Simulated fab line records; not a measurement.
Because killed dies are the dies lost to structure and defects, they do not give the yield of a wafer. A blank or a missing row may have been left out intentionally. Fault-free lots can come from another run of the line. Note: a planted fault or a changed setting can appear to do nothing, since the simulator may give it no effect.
Chamber matching -- flow n5_finfet -- N5_BEOL_M12_ETCH_67 on rie_diel-03: 4 sister chambers
The step etches SiARC in CF4, target depth 143 nm, time 238.3 s. 4 wafers are shown with their chamber, then 9 later ones without.

== WAFERS WITH THEIR CHAMBER ==
wafer,chamber,showerhead_plenum_p_Torr (Torr)
L087.5,2,2.04
L087.6,1,2.25
L093.3,0,2.05
L093.5,3,2.23

== WAFERS MISSING THEIR CHAMBER ==
wafer,showerhead_plenum_p_Torr (Torr)
L091.1,2.23
L091.2,2.24
L091.4,2.05
L090.4,2.23
L090.5,2.05
L090.6,2.24
L097.1,2.22
L097.3,2.04
L097.5,2.24

== WHICH CHAMBER EACH WENT THROUGH ==
wafer,from the rows above,in truth
L091.1,3,3
L091.2,can't be placed: 1 or 3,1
L091.4,can't be placed: 0 or 2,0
L090.4,3,3
L090.5,can't be placed: 0 or 2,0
L090.6,can't be placed: 1 or 3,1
L097.1,3,3
L097.3,can't be placed: 2 or 0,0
L097.5,can't be placed: 1 or 3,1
Correctly placed: 3 of 9. Unplaceable from these rows: 6, with the true chamber sitting among the candidates in 6. Number placed wrongly: 0.
How it was worked out, from the rows above alone: a wafer's distance from a chamber is the root of the sum, over the readings, of the square of ((its reading less the chamber's mean) divided by the reading's scatter). The wafer belongs to the nearest chamber; if the next one is less than 2 further off, it can't be placed. For every chamber, the mean is computed from those of its wafers that are shown. The scatter: with one shown wafer a chamber, the root of the mean of the squares of how far each hidden wafer lies from its nearest shown one.
